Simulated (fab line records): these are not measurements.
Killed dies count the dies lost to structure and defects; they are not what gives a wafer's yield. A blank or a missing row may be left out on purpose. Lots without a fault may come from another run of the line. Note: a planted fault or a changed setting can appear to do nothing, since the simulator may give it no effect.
A lot that was struck, set against a sound lot	flow n5 finfet	39 steps out of a route of 1938
Sound: wafers L307.1, L307.2, L307.5. Struck: wafer L326.2 (L326.3, L326.4, from the same lot, were not struck and are left out); the cause is given at the end.
Per side, at each step with rows, come the tool, then ch with its chambers, and then its first start. Under that, the readings that differ: sound wafers	struck wafers	difference of the means	sigmas: that difference in standard deviations of wafers without a fault.
alike: words and numbers the same on both sides, and readings whose means are apart by under 2 such deviations; not compared: readings that were withheld, readings missing a value for some wafer, numbers with overlapping values and no deviation given by the record, and bounds like >300 which may hide the same value.
The two part at a step that has a row with sigmas, a row that says differs or no value, or rows on one side only. Numbers that have no deviation but don't overlap get no sigmas and don't part them. A reading missing from all wafers of one side parts the sides only when that side holds two or more wafers.

first, 9 steps without rows for these wafers: N5_BEOL_M13_SOFTBAKE_23 (time 60 s); N5_BEOL_M13_EXPOSE_25 (exposes mask M13, target cd 210 nm); N5_BEOL_M13_PEB_26 (peb time 90 s); N5_BEOL_M13_DEVELOP_27 (develop time 45 s); N5_BEOL_M13_HARDBAKE_32 (time 120 s); N5_BEOL_M13_DESCUM_33 (chemistry O2, time 7.9 s); N5_BEOL_M13_ETCH_67 (etches SiARC in CF4, target depth 143 nm, time 238.3 s); N5_BEOL_M13_ETCH_68 (etches SOC in N2/H2, time 355 s); N5_BEOL_M13_STRIP_69 (strips in N2/H2).
N5_BEOL_M13_TRENCH_ETCH_34: etches SiOC in C4F8/O2/Ar, target depth 413.47 nm, time 162.6 s.
  sound on rie diel-02 ch 0,2, day 13 21:03; struck on rie diel-02 ch 0, day 18 15:52
reading	sound	struck	difference	sigmas
model.etch.depth nm (nm)	428.5 405.2 408.2	389	-25	
  alike: C4F8_flow_sccm, O2_flow_sccm, drypump motor current A, oes product au, rf vpp V, showerhead plenum p Torr, throttle valve pct
  not compared: rf fwd power W, rf hours counter h
then, 1 step without rows for these wafers: N5_BEOL_M13_STRIP_70 (strips in C4F8/O2/Ar).
N5_BEOL_M13_OCD_MEAS_35:
  sound on ocd-02, day 13 21:14; struck on ocd-01, day 18 16:02
reading	sound	struck	difference	sigmas
trench depth nm (nm)	429 405 408	390	-24	-3
then, 11 steps without rows for these wafers: N5_BEOL_M13_STRIP_37 (strips in N2/H2); N5_BEOL_M13_ETCH_38 (etches SiCN in CF4/N2, target depth 67.5 nm, time 71.9 s); N5_BEOL_M13_PRECLEAN_39 (cleans in residue remover, time 60 s); N5_BEOL_M13_SRD_40 (time 30 s, dry time 30 s); N5_BEOL_M13_DEGAS_41 (time 60 s); N5_BEOL_M13_PRE_CLEAN_42 (time 30 s); N5_BEOL_M13_SPUTTER_43 (material TaN, target thk 15 nm, time 24.19 s); N5_BEOL_M13_SPUTTER_44 (material Ta, target thk 10 nm, time 16.13 s); N5_BEOL_M13_SPUTTER_45 (material Cu, target thk 80 nm, time 13.33 s); N5_BEOL_M13_ECD_47 (material Cu, target thk 936 nm); N5_BEOL_M13_ANNEAL_48 (time 90 s).
N5_BEOL_M13_CMP_49: polishes, stops on SiOC, t overpolish 17.1 s, target thk 420 nm.
  sound on cmp-01 ch 2,3, day 13 23:59; struck on cmp-01 ch 3, day 18 18:13
reading	sound	struck	difference	sigmas
model.Cu_of_BEOL_M13_ECD_47.thk nm (nm)	435.2 410.6 412.6	396.8	-22.7	
  alike: barrier field endpoint s, motor current A, overpolish run s, slurry filter dp kPa
N5_BEOL_M13_THK_MEAS_50: measures by xrf.
  sound on film metro-01, day 14 00:16; struck on film metro-01, day 18 18:31
reading	sound	struck	difference	sigmas
M13_THK (nm)	442 420 421	410	-18	-2
then, 2 steps without rows for these wafers: N5_BEOL_M13_PRE_CLEAN_52 (time 15 s); N5_BEOL_M13_DEP_53 (deposits SiCN from 3MS/NH3, target thk 50 nm, time 17.8 s).
N5_BEOL_M13_RS_MEAS_54: a four-point-probe measurement.
  sound on film metro-02, day 14 00:26; struck on film metro-02, day 18 18:38
reading	sound	struck	difference	sigmas
M13_RS (ohm/sq)	0.0434 0.0460 0.0458	0.0476	+0.0025	+3
then, 9 steps without rows for these wafers: N5_BEOL_M14_ILD_DEP_00 (deposits SiO2 from TEOS/O2, target thk 1119.3 nm, time 237.4 s); N5_BEOL_M14_COAT_58 (time 60 s, resist thk 89 nm); N5_BEOL_M14_COAT_04 (resist thk 800 nm); N5_BEOL_M14_EBR_06; N5_BEOL_M14_SOFTBAKE_05 (time 60 s); N5_BEOL_M14_EXPOSE_07 (exposes mask V13); N5_BEOL_M14_PEB_08 (peb time 90 s); N5_BEOL_M14_DEVELOP_09 (develop time 45 s); N5_BEOL_M14_HARDBAKE_14 (time 120 s).
N5_BEOL_M15_RC_MEAS_101:
  sound on prober-01 ch 0, day 14 12:37; struck on prober-02 ch 0, day 19 05:42
reading	sound	struck	difference	sigmas
COMB_M15 (S/m)	2.5e-12 3e-12 3e-12	1.3e-12	-1.5e-12	-3
COMB_M9 (S/m)	1.54e-11 1.2e-11 1.27e-11	2.04e-11	+7.03e-12	+3
SERP_M6 (ohm/um)	15.3 14.5 16.1	13.2	-2.1	-3
  alike: COMB_M10, COMB_M11, COMB_M12, COMB_M13, COMB_M14, COMB_M5, COMB_M5_max_site, COMB_M6, COMB_M7, COMB_M8, SERP_M10, SERP_M11, SERP_M12, SERP_M13, SERP_M14, SERP_M5, SERP_M7, SERP_M8, SERP_M9
N5_PASSIVATION_PROBE_49:
  the record has rows for the struck wafers here (prober-01, day 19 18:56) and none for the sound ones

## WHERE THEY PART
First at N5_BEOL_M13_OCD_MEAS_35; last, within this record, at N5_PASSIVATION_PROBE_49.

WHY: whatever the simulator had introduced
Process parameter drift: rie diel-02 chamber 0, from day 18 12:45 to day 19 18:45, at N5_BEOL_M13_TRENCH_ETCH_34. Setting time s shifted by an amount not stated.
